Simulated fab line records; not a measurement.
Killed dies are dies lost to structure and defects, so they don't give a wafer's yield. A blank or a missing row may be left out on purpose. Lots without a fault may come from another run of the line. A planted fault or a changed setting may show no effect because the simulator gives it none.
Shared-tool check    flow nand-harc    Sample size 14 lots and 40 wafers

WHY THIS WAS OPENED
At NHARC_A_ONON_D1_THK_MEAS_34 the reading thk-nm is flagged on 2 of 14 lots. Fault-free wafers read 200.4 nm, with a standard deviation of 2.7.
Rule: a lot is flagged in two cases, either no wafer of it has a number, or all its wafers with numbers fall more than 4 standard deviations from that mean. The other lots count as sound.

lot   measured      on             thk-nm (nm), wafer by wafer  flag
L190  day 8 07:27   film-metro-02  201.9 199.3 203.5            
L191  day 8 17:33   film-metro-02  202.2 202.1 203.2            
L192  day 9 01:22   film-metro-02  199.8 203.4 201.0            
L194  day 9 23:19   film-metro-01  204.2 197.4 200.8            
L196  day 10 23:35  film-metro-02  198.1 200.3 201.1            
L197  day 11 09:19  film-metro-02  198.4 197.5 204.6            
L199  day 12 07:14  film-metro-01  93.0 92.3                    FLAGGED
L200  day 12 16:35  film-metro-02  91.5 94.2                    FLAGGED
L208  day 15 23:22  film-metro-02  198.4 199.3 200.0            
L209  day 16 06:31  film-metro-01  198.8 202.3 196.1            
L210  day 16 17:46  film-metro-01  200.2 204.1 202.7            
L211  day 17 06:28  film-metro-01  196.0 201.2 200.9            
L212  day 17 18:35  film-metro-02  201.5 198.9 203.6            
L213  day 17 18:36  film-metro-01  200.2 200.5 200.0            
The numbers of the flagged lots are 92.8 nm on average: -107.7 nm against the usual, or -40 standard deviations.

TOOL THAT RAN EACH LOT
2 process steps preceding the reading are held in the record, out of 1302 steps in the route. In each cell: the tool, then ch and the chambers that the sampled wafers went through, then the start.
lot   flag     NHARC_A_ZERO_WELL_ETCH_13         NHARC_A_ONON_D1_DEP_33
L190           rie-si-02 ch 1,2,3, day 6 18:05   pecvd-04 ch 0,1, day 8 07:02
L191           rie-si-05 ch 0,1,2, day 7 06:40   pecvd-01 ch 0,1,2, day 8 17:16
L192           rie-si-05 ch 0,1, day 7 11:55     pecvd-01 ch 0,1,2, day 9 00:58
L194           rie-si-01 ch 0,3, day 8 11:37     pecvd-02 ch 0,1,2, day 9 23:02
L196           rie-si-05 ch 0,1,2, day 9 08:14   pecvd-01 ch 0,2, day 10 23:10
L197           rie-si-05 ch 1,3, day 9 22:05     pecvd-01 ch 1,2, day 11 08:54
L199  FLAGGED  rie-si-02 ch 0, day 10 18:46      pecvd-01 ch 2, day 12 07:02
L200  FLAGGED  rie-si-05 ch 2, day 11 06:08      pecvd-01 ch 2, day 12 16:23
L208           rie-si-01 ch 0,1,2, day 14 10:25  pecvd-02 ch 0,1,2, day 15 22:57
L209           rie-si-05 ch 0,1, day 14 19:24    pecvd-04 ch 0,1, day 16 06:07
L210           rie-si-05 ch 2,3, day 15 05:40    pecvd-04 ch 0,1,2, day 16 17:21
L211           rie-si-02 ch 0,1,2, day 15 19:43  pecvd-04 ch 0,1, day 17 06:06
L212           rie-si-02 ch 2,3, day 16 04:47    pecvd-04 ch 0,1,2, day 17 18:10
L213           rie-si-05 ch 1,2,3, day 16 07:50  pecvd-01 ch 0,1,2, day 17 18:20
What these steps do:
- NHARC_A_ZERO_WELL_ETCH_13: etches the open film in HBr/Cl2, target depth 120 nm, time 40.1 s.
- NHARC_A_ONON_D1_DEP_33: deposits SiO2, target thk 200 nm.
- NHARC_A_ONON_D1_THK_MEAS_34: measures by ellipsometry.

FLAGGED AGAINST TOTAL, ONE TOOL AT A TIME (gauges that did the reading follow at the end)
step                         tool           lots run  flagged  share of the flagged lots  sound lots run after its first flagged lot
NHARC_A_ZERO_WELL_ETCH_13    rie-si-01      2         0        none                       -
NHARC_A_ZERO_WELL_ETCH_13    rie-si-02      4         1        some                       2 (L211,L212)
NHARC_A_ZERO_WELL_ETCH_13    rie-si-05      8         1        some                       3 (L209,L210,L213)
NHARC_A_ONON_D1_DEP_33       pecvd-01       7         2        all                        1 (L213)
NHARC_A_ONON_D1_DEP_33       pecvd-02       2         0        none                       -
NHARC_A_ONON_D1_DEP_33       pecvd-04       5         0        none                       -
NHARC_A_ONON_D1_THK_MEAS_34  film-metro-01  6         1        some                       4 (L209,L210,L211,L213)
NHARC_A_ONON_D1_THK_MEAS_34  film-metro-02  8         1        some                       2 (L208,L212)

WHAT THE TABLE PERMITS
All flagged lots share 1 row of the table, namely pecvd-01 at NHARC_A_ONON_D1_DEP_33.
- pecvd-01 at NHARC_A_ONON_D1_DEP_33: 2 of its 7 lots flagged. Sound lots followed the first flagged one (L213) on it, something a lasting fault affecting the whole tool could not allow.
No row of the table ran every flagged lot and no sound lot after the first.

WHAT WAS PUT IN BY THE SIMULATOR
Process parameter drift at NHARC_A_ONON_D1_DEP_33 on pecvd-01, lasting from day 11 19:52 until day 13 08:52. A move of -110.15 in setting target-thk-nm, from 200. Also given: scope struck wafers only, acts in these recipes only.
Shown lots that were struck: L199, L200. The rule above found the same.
